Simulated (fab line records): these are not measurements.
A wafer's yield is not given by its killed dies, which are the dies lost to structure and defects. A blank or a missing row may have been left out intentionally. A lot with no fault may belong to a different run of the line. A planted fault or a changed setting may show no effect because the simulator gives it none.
Commonality check across tools :: flow nandHarc :: Lots sampled 9, wafers sampled 27

THE REASON FOR OPENING IT
Flagged at NHARC_END_SORT_01: reading killedAtOther, on 1 of 9 lots. No-fault wafers: 1.0, standard deviation 1.3.
Rule: flag the lot when none of its wafers has a number, or when each of its wafers that has one lies beyond 4 standard deviations from that mean. The other lots count as sound.

lot: L626
measured: day 26 01:38
on: prober-01
killedAtOther, wafer by wafer: 2 0 0
flag: 

lot: L629
measured: day 26 08:45
on: prober-01
killedAtOther, wafer by wafer: 0 0 1
flag: 

lot: L630
measured: day 27 00:22
on: prober-01
killedAtOther, wafer by wafer: 0 1 2
flag: 

lot: L632
measured: day 27 14:20
on: prober-02
killedAtOther, wafer by wafer: 0 0 0
flag: 

lot: L633
measured: day 28 06:41
on: prober-02
killedAtOther, wafer by wafer: 3 3 2
flag: 

lot: L635
measured: day 28 07:32
on: prober-01
killedAtOther, wafer by wafer: 1 1 3
flag: 

lot: L637
measured: day 28 16:05
on: prober-02
killedAtOther, wafer by wafer: 0 0 0
flag: 

lot: L636
measured: day 28 22:12
on: prober-02
killedAtOther, wafer by wafer: 0 1 2
flag: 

lot: L638
measured: day 29 08:22
on: prober-01
killedAtOther, wafer by wafer: 64 59 71
flag: FLAGGED
Average over the flagged lots: 64.7; offset from the usual +63.7, equal to +49 standard deviations.

TOOL THAT RAN EACH LOT
Before the reading, the record contains 3 process steps out of a 1302-step route. Cell contents, in order: the tool; ch with the chambers the sampled wafers went through; the start.
lot: L626
flag: 
NHARC_HYBRID_BOND_ACTIVATE_00: rieDiel-06 ch 0,2, day 23 10:41
NHARC_THIN_TSV_STRIP_62: plasmaAsher-02 ch 0,1, day 25 02:31
NHARC_THIN_TSV_PVD_51: pvdSputter-03, day 25 02:59

lot: L629
flag: 
NHARC_HYBRID_BOND_ACTIVATE_00: rieDiel-02 ch 0,1,2, day 24 04:36
NHARC_THIN_TSV_STRIP_62: plasmaAsher-01 ch 1, day 25 06:05
NHARC_THIN_TSV_PVD_51: pvdSputter-03, day 25 06:38

lot: L630
flag: 
NHARC_HYBRID_BOND_ACTIVATE_00: rieDiel-06 ch 0,1, day 25 17:03
NHARC_THIN_TSV_STRIP_62: plasmaAsher-01 ch 0,1, day 26 08:32
NHARC_THIN_TSV_PVD_51: pvdSputter-01, day 26 08:59

lot: L632
flag: 
NHARC_HYBRID_BOND_ACTIVATE_00: rieDiel-04 ch 1,2, day 26 10:10
NHARC_THIN_TSV_STRIP_62: plasmaAsher-01 ch 0,1, day 27 01:50
NHARC_THIN_TSV_PVD_51: pvdSputter-02, day 27 02:18

lot: L633
flag: 
NHARC_HYBRID_BOND_ACTIVATE_00: rieDiel-04 ch 0,2, day 27 01:25
NHARC_THIN_TSV_STRIP_62: plasmaAsher-01 ch 0,1, day 27 16:38
NHARC_THIN_TSV_PVD_51: pvdSputter-03, day 27 17:04

lot: L635
flag: 
NHARC_HYBRID_BOND_ACTIVATE_00: rieDiel-04 ch 0,1,3, day 27 02:59
NHARC_THIN_TSV_STRIP_62: plasmaAsher-01 ch 0,1, day 27 17:44
NHARC_THIN_TSV_PVD_51: pvdSputter-03, day 27 18:10

lot: L637
flag: 
NHARC_HYBRID_BOND_ACTIVATE_00: rieDiel-06 ch 0,2, day 27 05:19
NHARC_THIN_TSV_STRIP_62: plasmaAsher-01 ch 0,1, day 27 20:13
NHARC_THIN_TSV_PVD_51: pvdSputter-03, day 27 20:40

lot: L636
flag: 
NHARC_HYBRID_BOND_ACTIVATE_00: rieDiel-06 ch 1,2,3, day 27 17:38
NHARC_THIN_TSV_STRIP_62: plasmaAsher-01 ch 0,1, day 28 08:32
NHARC_THIN_TSV_PVD_51: pvdSputter-02, day 28 08:59

lot: L638
flag: FLAGGED
NHARC_HYBRID_BOND_ACTIVATE_00: rieDiel-06 ch 0,3, day 27 21:47
NHARC_THIN_TSV_STRIP_62: plasmaAsher-01 ch 0,1, day 28 12:50
NHARC_THIN_TSV_PVD_51: pvdSputter-03, day 28 13:14
These steps, and what they do:
- NHARC_HYBRID_BOND_ACTIVATE_00: chemistry N2, time 60 s.
- NHARC_THIN_TSV_STRIP_62: strips in N2/H2, time 20 s.
- NHARC_THIN_TSV_PVD_51: deposits Cu, target thk 100 nm.
- NHARC_END_SORT_01

FLAGGED OVER TOTAL, TOOL BY TOOL (the gauges that took the reading come last)
step: NHARC_HYBRID_BOND_ACTIVATE_00
tool: rieDiel-02
lots run: 1
flagged: 0
share of the flagged lots: none
sound lots run after its first flagged lot: -

step: NHARC_HYBRID_BOND_ACTIVATE_00
tool: rieDiel-04
lots run: 3
flagged: 0
share of the flagged lots: none
sound lots run after its first flagged lot: -

step: NHARC_HYBRID_BOND_ACTIVATE_00
tool: rieDiel-06
lots run: 5
flagged: 1
share of the flagged lots: all
sound lots run after its first flagged lot: 0

step: NHARC_THIN_TSV_STRIP_62
tool: plasmaAsher-01
lots run: 8
flagged: 1
share of the flagged lots: all
sound lots run after its first flagged lot: 0

step: NHARC_THIN_TSV_STRIP_62
tool: plasmaAsher-02
lots run: 1
flagged: 0
share of the flagged lots: none
sound lots run after its first flagged lot: -

step: NHARC_THIN_TSV_PVD_51
tool: pvdSputter-01
lots run: 1
flagged: 0
share of the flagged lots: none
sound lots run after its first flagged lot: -

step: NHARC_THIN_TSV_PVD_51
tool: pvdSputter-02
lots run: 2
flagged: 0
share of the flagged lots: none
sound lots run after its first flagged lot: -

step: NHARC_THIN_TSV_PVD_51
tool: pvdSputter-03
lots run: 6
flagged: 1
share of the flagged lots: all
sound lots run after its first flagged lot: 0

step: NHARC_END_SORT_01
tool: prober-01
lots run: 5
flagged: 1
share of the flagged lots: all
sound lots run after its first flagged lot: 0

step: NHARC_END_SORT_01
tool: prober-02
lots run: 4
flagged: 0
share of the flagged lots: none
sound lots run after its first flagged lot: -

WHAT IS ALLOWED BY THE TABLE
4 rows of the table ran every flagged lot: rieDiel-06 at NHARC_HYBRID_BOND_ACTIVATE_00, plasmaAsher-01 at NHARC_THIN_TSV_STRIP_62, pvdSputter-03 at NHARC_THIN_TSV_PVD_51, prober-01 at NHARC_END_SORT_01.
- rieDiel-06 at NHARC_HYBRID_BOND_ACTIVATE_00 ran 5 lots, 1 of them flagged. It ran its last sound lot, L636, at day 27 17:38 and its first flagged lot, L638, at day 27 21:47: a fault with its onset between the two fits.
- plasmaAsher-01 at NHARC_THIN_TSV_STRIP_62 ran 8 lots, 1 of them flagged. It ran its last sound lot, L636, at day 28 08:32 and its first flagged lot, L638, at day 28 12:50: a fault with its onset between the two fits.
- pvdSputter-03 at NHARC_THIN_TSV_PVD_51 ran 6 lots, 1 of them flagged. It ran its last sound lot, L637, at day 27 20:40 and its first flagged lot, L638, at day 28 13:14: a fault with its onset between the two fits.
- prober-01 at NHARC_END_SORT_01 ran 5 lots, 1 of them flagged. It ran its last sound lot, L635, at day 28 07:32 and its first flagged lot, L638, at day 29 08:22: a fault with its onset between the two fits.
A lot count leaves these 4 tools indistinguishable: every one of them fits a fault beginning at some hour. More lots, or a look at what each step does to the wafer, might.

WHAT HAD BEEN PUT IN BY THE SIMULATOR
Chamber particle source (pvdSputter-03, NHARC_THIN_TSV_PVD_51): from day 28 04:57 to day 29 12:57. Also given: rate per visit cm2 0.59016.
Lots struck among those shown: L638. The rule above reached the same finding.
